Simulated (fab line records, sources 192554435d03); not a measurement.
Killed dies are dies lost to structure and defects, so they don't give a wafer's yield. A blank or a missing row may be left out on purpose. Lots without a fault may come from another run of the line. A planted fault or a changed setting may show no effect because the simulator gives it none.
Chamber matching | flow n5_finfet | N5_SDB_ETCH_18 on rie_diel-02: 4 sister chambers
The step etches SOC in N2/H2, target depth 100 nm, overetch 20 nm, time 150 s. 14 wafers are shown with their chamber, then 7 later ones without.

WAFERS WITH THEIR CHAMBER
wafer  | chamber | drypump_motor_current_A (A) | throttle_valve_pct (%) | showerhead_plenum_p_Torr (Torr)
L078.1 | 1       | 5.5                         | 18.08                  | 2.65
L078.3 | 2       | 6.5                         | 17.93                  | 2.58
L078.6 | 1       | 5.5                         | 18.07                  | 2.65
L081.1 | 3       | 5.1                         | 18.42                  | 2.53
L081.4 | 1       | 5.5                         | 18.10                  | 2.64
L081.6 | 0       | 5.3                         | 17.46                  | 2.51
L083.1 | 1       | 5.5                         | 18.10                  | 2.64
L083.2 | 3       | 5.1                         | 18.41                  | 2.53
L083.4 | 3       | 5.1                         | 18.42                  | 2.53
L086.1 | 0       | 5.2                         | 17.49                  | 2.50
L086.2 | 1       | 5.5                         | 18.12                  | 2.64
L086.4 | 3       | 5.1                         | 18.43                  | 2.52
L088.2 | 2       | 6.5                         | 17.94                  | 2.58
L088.3 | 3       | 5.1                         | 18.45                  | 2.52

SIGNATURES (means of the wafers above)
reading                  | chamber 0 | chamber 1 | chamber 2 | chamber 3 | scatter within a chamber
drypump_motor_current_A  | 5.250     | 5.500     | 6.500     | 5.100     | 0.0224
throttle_valve_pct       | 17.4750   | 18.0940   | 17.9350   | 18.4260   | 0.0171
showerhead_plenum_p_Torr | 2.5050    | 2.6440    | 2.5800    | 2.5260    | 0.00539
Rule: a wafer's distance from a chamber is the root of the sum, over the readings, of the square of ((its reading less the chamber's mean) divided by the reading's scatter). The wafer belongs to the nearest chamber; if the next one is less than 2 further off, it can't be placed. The scatter: the root of (the sum of the squares of (reading less its chamber's mean) over the shown wafers, divided by (wafers less chambers)).

WAFERS WITHOUT THEIR CHAMBER
wafer  | drypump_motor_current_A (A) | throttle_valve_pct (%) | showerhead_plenum_p_Torr (Torr)
L088.5 | 6.5                         | 17.95                  | 2.58
L090.1 | 5.1                         | 18.45                  | 2.52
L090.3 | 5.5                         | 18.13                  | 2.63
L090.6 | 5.1                         | 18.46                  | 2.52
L093.1 | 6.5                         | 17.96                  | 2.57
L093.4 | 5.5                         | 18.15                  | 2.63
L093.5 | 5.5                         | 18.14                  | 2.63

WHICH CHAMBER EACH WENT THROUGH
wafer  | from the rows above | in truth
L088.5 | 2                   | 2
L090.1 | 3                   | 3
L090.3 | 1                   | 1
L090.6 | 3                   | 3
L093.1 | 2                   | 2
L093.4 | 1                   | 1
L093.5 | 1                   | 1
Placed correctly: 7 of 7. Can't be placed from these rows: 0. Placed wrongly: 0.
